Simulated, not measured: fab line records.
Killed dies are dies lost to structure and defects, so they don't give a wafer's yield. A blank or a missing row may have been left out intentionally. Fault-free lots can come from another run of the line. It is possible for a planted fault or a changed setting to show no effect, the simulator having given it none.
Chamber matching	flow nand harc	4 sister chambers for NHARC_A_STAIRCASE_ETCH_444 on rie diel-05
The step etches the open film in C4F8/O2, target depth 10200 nm, time 3400 s. 8 wafers are shown with their chamber, then 12 later ones without.

## WAFERS, EACH WITH ITS CHAMBER
wafer	chamber	oes product au (a.u.)	rf vpp V (V)
L087.5	1	0.962	804
L088.2	0	0.936	804
L089.1	1	0.933	804
L089.2	2	0.901	802
L089.5	3	0.937	816
L089.3	3	0.933	814
L089.4	0	0.941	804
L089.6	2	0.902	801

## WAFERS MISSING THEIR CHAMBER
wafer	oes product au (a.u.)	rf vpp V (V)
L092.2	0.901	801
L092.5	0.922	816
L092.6	0.899	802
L092.1	0.941	805
L092.3	0.942	805
L092.4	0.930	816
L097.1	0.926	815
L097.3	0.915	800
L097.5	0.918	801
L097.2	0.940	805
L097.4	0.932	804
L097.6	0.928	816

## EACH ONE'S CHAMBER
wafer	from the rows above	in truth
L092.2	2	2
L092.5	3	3
L092.6	2	2
L092.1	can't be placed: 0 or 1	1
L092.3	can't be placed: 0 or 1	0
L092.4	3	3
L097.1	3	3
L097.3	2	2
L097.5	2	2
L097.2	can't be placed: 0 or 1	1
L097.4	can't be placed: 0 or 1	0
L097.6	3	3
8 of 12 placed correctly. Not placeable from these rows: 4 (in 4, the candidates include the true chamber). Number placed wrongly: 0.
How it was worked out, from the rows above alone: a wafer's distance from a chamber is the root of the sum, over the readings, of the square of ((its reading less the chamber's mean) divided by the reading's scatter). If the next closest chamber is less than 2 further off than the closest, the wafer can't be placed; otherwise it belongs to the closest. A chamber's mean is the mean of its shown wafers. How the scatter is found: for the shown wafers, subtract from each reading the mean of its chamber, square and add these, divide the total by (wafers less chambers), then take the root.
